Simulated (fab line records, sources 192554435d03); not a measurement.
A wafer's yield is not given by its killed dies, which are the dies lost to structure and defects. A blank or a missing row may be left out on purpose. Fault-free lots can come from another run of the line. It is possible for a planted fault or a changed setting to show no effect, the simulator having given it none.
Split-lot trial | flow n5_finfet | 7 lots, 21 wafers read, on a route of 1938 steps

== THE SPLIT ==
At N5_BEOL_M10_COAT_63 (time 60 s, resist thk 100 nm), the setting spin_rpm was moved away from the recipe's 1500 rpm on 8 of the 21 wafers read, by -10.7% to -5.1%. This setting was run at the recipe's value on the other wafers.

Reading taken at the split's own step.

== THE READING ==
SOC_of_BEOL_M10_COAT_63.thk_nm (the simulator's own value, which no gauge read), in nm, at N5_BEOL_M10_COAT_63 (time 60 s, resist thk 100 nm). The file does not state a usual value for it. The 13 wafers here that ran the recipe average 100.0 nm, standard deviation 0.39 nm.

wafer  | tool, chamber at the split | spin_rpm as run, rpm | against the recipe | SOC_of_BEOL_M10_COAT_63.thk_nm, nm | against lot-mates on the recipe
L074.1 | litho_track-03, 0          | 1500                 | recipe             | 99.6                               | -
L074.4 | litho_track-03, 0          | 1500                 | recipe             | 99.6                               | -
L074.3 | litho_track-03, 0          | 1500                 | recipe             | 99.8                               | -
L079.1 | litho_track-02, 0          | 1500                 | recipe             | 100                                | -
L079.3 | litho_track-02, 0          | 1500                 | recipe             | 99.6                               | -
L079.4 | litho_track-02, 0          | 1500                 | recipe             | 99.8                               | -
L078.1 | litho_track-03, 0          | 1500                 | recipe             | 100.4                              | -
L078.2 | litho_track-03, 0          | 1424                 | -5.1%              | 102.8                              | +2.4
L078.5 | litho_track-03, 0          | 1424                 | -5.1%              | 102.2                              | +1.8
L084.1 | litho_track-03, 0          | 1500                 | recipe             | 100.6                              | -
L084.2 | litho_track-03, 0          | 1339                 | -10.7%             | 105.8                              | +5.4
L084.4 | litho_track-03, 0          | 1500                 | recipe             | 100.2                              | -
L085.3 | litho_track-03, 0          | 1500                 | recipe             | 100.4                              | -
L085.4 | litho_track-03, 0          | 1408                 | -6.1%              | 103.8                              | +3.4
L085.5 | litho_track-03, 0          | 1408                 | -6.1%              | 104.2                              | +3.8
L086.1 | litho_track-02, 0          | 1500                 | recipe             | 100.8                              | -
L086.3 | litho_track-02, 0          | 1413                 | -5.8%              | 103.2                              | +2.4
L086.5 | litho_track-02, 0          | 1413                 | -5.8%              | 103.6                              | +2.8
L089.3 | litho_track-02, 0          | 1405                 | -6.3%              | 103.4                              | +3.5
L089.5 | litho_track-02, 0          | 1500                 | recipe             | 100                                | -
L089.6 | litho_track-02, 0          | 1500                 | recipe             | 99.8                               | -

THE FIT
A straight line over all 21 wafers: SOC_of_BEOL_M10_COAT_63.thk_nm changes by -0.558 nm for each +1% of spin_rpm; r = -0.98; the points scatter about the line by 0.41 nm.
The same after taking each lot's own level away (the mean of its wafers on the recipe; 21 wafers): -0.505 nm for each +1%; r = -0.98; scatter 0.31 nm.
The reading moves by 5.4 nm for the largest change in spin_rpm, on that fit.
From 99.67 to 100.80 nm: that is the span of the lots' own levels, equal to 2.9 times the standard deviation above.
So the lot-to-lot level changes the slope: the two fits differ.
Check: for one of the wafers moved furthest among these (-10.7%), held out of the fit, the line's prediction against its lot-mates is +5.42 nm. Against them it came out at +5.4 nm.

== OTHER SPLITS APPLIED TO THESE WAFERS ==
Before the reading, these wafers also passed through other splits. Each is held against what the fit with the lots' levels taken away leaves over:
other split on the same wafers     | wafers away from the commonest value | r with SOC_of_BEOL_M10_COAT_63.thk_nm (lot level and that fit taken away)
N5_BEOL_M5_COAT_22 spin_rpm        | 7                                    | -0.51
N5_BEOL_M7_EXPOSE_08 dose_mj       | 3                                    | +0.19
N5_BEOL_M7_VIA_ETCH_34 source_w    | 3                                    | +0.15
N5_BEOL_M7_TRENCH_ETCH_37 source_w | 9                                    | +0.24

== FILE'S OWN FIT ==
SOC_of_BEOL_M10_COAT_63.thk_nm changes by -0.507 nm for each +1% of spin_rpm, r = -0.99.
